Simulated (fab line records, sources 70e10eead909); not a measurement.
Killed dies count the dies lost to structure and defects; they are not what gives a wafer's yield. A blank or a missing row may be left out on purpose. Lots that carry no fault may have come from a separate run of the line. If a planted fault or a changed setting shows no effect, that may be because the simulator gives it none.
A struck lot beside a sound one    flow nand harc    21 steps out of a route of 1302
Sound: wafers L383.1, L383.2, L383.3. Wafers L393.3, L393.5, L393.6 were the ones struck. The cause is named last.
For every step that has rows: the tool of each side, followed by ch and its chambers, followed by its first start. Under that, the readings that differ: sound wafers    struck wafers    difference of the means    sigmas: that difference in standard deviations of wafers without a fault.
alike: readings with means less than 2 such deviations apart, plus words and numbers identical on both sides. not compared: withheld readings, readings lacking a value on some wafer, bounds such as >300 that could conceal the same value, and numbers that have no deviation in the record and whose values overlap.
Wherever a step has rows on one side only, a row that says differs or no value, or a row with sigmas, the two part there. Numbers that don't overlap but have no deviation are shown without sigmas and don't part them. A reading that every wafer of one side lacks parts them only if that side has two wafers or more.

NHARC_A_BLC_CMP_25: polishes, t overpolish 30 s, target thk 150 nm.
  sound on cmp-03 ch 0,2,3, day 25 05:05; struck on cmp-03 ch 1,2,3, day 29 14:23
  alike: motor current A, overpolish run s, time to endpoint s
after that, 1 step had no rows for these wafers: NHARC_A_BLC_SRD_27.
NHARC_A_BLC_INSPECT_28:
  sound on defect inspect-02 at day 25 05:28; struck on defect inspect-02 at day 29 14:43
  alike: raw defect count
then, 8 steps without rows for these wafers: NHARC_A_M0_DEP_00 (deposits SiOC, target thk 150 nm); NHARC_A_M0_DEHYDRATE_01 (time 120 s); NHARC_A_M0_HMDS_02 (time 30 s); NHARC_A_M0_COAT_33 (time 65 s); NHARC_A_M0_COAT_03 (resist thk 90 nm); NHARC_A_M0_SOFTBAKE_04 (time 55 s); NHARC_A_M0_EBR_05; NHARC_A_M0_EXPOSE_06 (exposes mask A M0, target cd 80 nm).
NHARC_A_M0_PEB_07: peb time 65 s.
  sound on litho track-01 ch 0, day 25 06:17; struck on litho track-06 ch 0, day 29 15:32
  alike: chill plate temp C
then, 1 step without rows for these wafers: NHARC_A_M0_DEVELOP_08 (develop time 35 s).
NHARC_A_M0_CD_MEAS_09 targets a cd of 80 nm.
  sound on cd sem-01 ch 0, day 25 06:22; struck on cd sem-01 ch 0, day 29 15:37
  alike: cd nm
NHARC_A_M0_OVL_MEAS_10: pitch 160 nm.
  sound on overlay-02 at day 25 06:27; struck on overlay-02 at day 29 15:43
  alike: overlay x nm, overlay y nm
NHARC_A_M0_INSPECT_11:
  sound on defect inspect-02 at day 25 06:29; struck on defect inspect-01 at day 29 15:45
  alike: raw defect count
NHARC_A_M0_DESCUM_14: chemistry O2, time 3 s.
  sound on rie diel-05 ch 1,2,3, day 25 06:33; struck on rie diel-03 ch 1,2, day 29 15:48
reading                      sound              struck            difference  sigmas
drypump motor current A (A)  5.3 5.5 4.9        6.6 6.6 5.9       +1.1        +2
model.A_M0.cd nm (nm)        79.41 79.39 79.58  79.97 80.4 81.63  +1.21       
  alike: oes product au, rf vpp V, showerhead plenum p Torr, throttle valve pct
  not compared: rf hours counter h
NHARC_A_M0_ETCH_34: etches the open film in N2/H2, target depth 40 nm, overetch 12 nm, time 43.94 s.
  sound on rie diel-05 ch 0,2,3, day 25 06:38; struck on rie diel-03 ch 0,3, day 29 15:54
  alike: drypump motor current A, oes product au, rf vpp V, showerhead plenum p Torr, throttle valve pct
  not compared: rf hours counter h
NHARC_A_M0_ETCH_15: etches the open film in C4F8/Ar, target depth 150 nm, overetch 15 nm, time 82.5 s.
  sound on rie diel-05 ch 0,1,3; struck on rie diel-03 ch 0,1,2
reading                sound              struck             difference  sigmas
oes product au (a.u.)  0.924 0.919 0.941  0.977 0.980 0.980  +0.051      +2
  alike: rf vpp V
  not compared: rf hours counter h, model.A_M0.cd nm
NHARC_A_M0_CD_MEAS_16:
  sound on cd sem-02 at day 25 06:52; struck on cd sem-02 at day 29 16:07
  alike: cd nm
NHARC_END_SORT_01:
  sound on prober-01 ch 0, day 26 22:04; struck on prober-01 ch 0, day 31 08:11
  alike: defect limited yield, killed at array, killed at other, killed at periphery, killed dies, killed open, killed short

WHERE THEY PART
At NHARC_A_M0_DESCUM_14 first; at NHARC_A_M0_ETCH_15 last (within this record only). Later steps at which nothing parts them and some readings are alike: NHARC_A_M0_CD_MEAS_16, NHARC_END_SORT_01.

WHY: what had been put in by the simulator
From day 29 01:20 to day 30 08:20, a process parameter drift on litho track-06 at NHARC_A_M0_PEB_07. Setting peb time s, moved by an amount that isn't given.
